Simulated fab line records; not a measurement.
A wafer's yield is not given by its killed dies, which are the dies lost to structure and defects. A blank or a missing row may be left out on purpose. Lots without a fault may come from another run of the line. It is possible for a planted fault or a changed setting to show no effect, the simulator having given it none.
Matching of chambers -- flow nandHarc -- 4 sister chambers for NHARC_A_BLC_DESCUM_15 on rieDiel-09
The step chemistry O2, time 3 s. 4 wafers are shown with their chamber, then 7 later ones without.

## WAFERS PAIRED WITH THEIR CHAMBERS
wafer,chamber,showerheadPlenumPTorr (Torr)
L368.5,0,1.94
L370.5,2,1.79
L371.1,1,2.04
L371.4,3,1.82

## WAFERS WHOSE CHAMBER IS MISSING
wafer,showerheadPlenumPTorr (Torr)
L371.5,1.82
L374.1,1.79
L374.2,1.81
L374.5,1.79
L380.2,2.04
L380.3,1.79
L380.5,1.79

## CHAMBER TAKEN BY EACH
wafer,from the rows above,in truth
L371.5,3,3
L374.1,2,2
L374.2,3,3
L374.5,2,2
L380.2,1,1
L380.3,2,2
L380.5,2,2
Correctly placed: 7 of 7. Can't be placed from these rows: 0. 0 placed wrongly.
How it was worked out, from the rows above alone: a wafer's distance from a chamber is the root of the sum, over the readings, of the square of ((its reading less the chamber's mean) divided by the reading's scatter). The wafer belongs to the nearest chamber; if the next one is less than 2 further off, it can't be placed. A chamber's mean is the mean of its shown wafers. The scatter: root of mean squared gap, hidden wafer to nearest shown wafer, with one shown wafer a chamber.
